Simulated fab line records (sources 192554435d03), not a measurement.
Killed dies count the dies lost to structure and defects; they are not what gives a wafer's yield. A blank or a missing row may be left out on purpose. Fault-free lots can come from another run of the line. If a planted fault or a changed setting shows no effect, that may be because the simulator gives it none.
Chamber matching | flow n5Finfet | 3 sister chambers for N5_SD_EPI_N_ETCHBACK_44 on rieDiel-02
The step etches SiNx in CH3F/O2, stops on SiO2, target depth 14.5 nm. 6 wafers are shown with their chamber, then 4 later ones without.

EACH WAFER AND ITS CHAMBER
wafer  | chamber | throttleValvePct (%) | showerheadPlenumPTorr (Torr)
L078.6 | 3       | 16.0                 | 2.02
L079.3 | 1       | 16.4                 | 2.07
L079.5 | 3       | 16.1                 | 2.02
L079.6 | 0       | 15.9                 | 1.96
L082.2 | 0       | 15.9                 | 1.96
L082.3 | 1       | 16.4                 | 2.06

WAFERS WITH NO CHAMBER GIVEN
wafer  | throttleValvePct (%) | showerheadPlenumPTorr (Torr)
L082.6 | 16.4                 | 2.06
L083.5 | 16.4                 | 2.06
L097.2 | 16.5                 | 2.05
L097.3 | 16.0                 | 1.95

THE CHAMBER EACH PASSED THROUGH
wafer  | from the rows above | in truth
L082.6 | 1                   | 1
L083.5 | 1                   | 1
L097.2 | 1                   | 1
L097.3 | 0                   | 0
Correct placement for 4 of the 4. Number that these rows cannot place: 0. 0 placed wrongly.
How it was worked out, from the rows above alone: a wafer's distance from a chamber is the root of the sum, over the readings, of the square of ((its reading less the chamber's mean) divided by the reading's scatter). If the next closest chamber is less than 2 further off than the closest, the wafer can't be placed; otherwise it belongs to the closest. Each chamber's mean is taken over the wafers shown for it. The scatter is the square root of a quotient: the sum, over the shown wafers, of each reading's squared deviation from its chamber's mean, divided by wafers minus chambers.
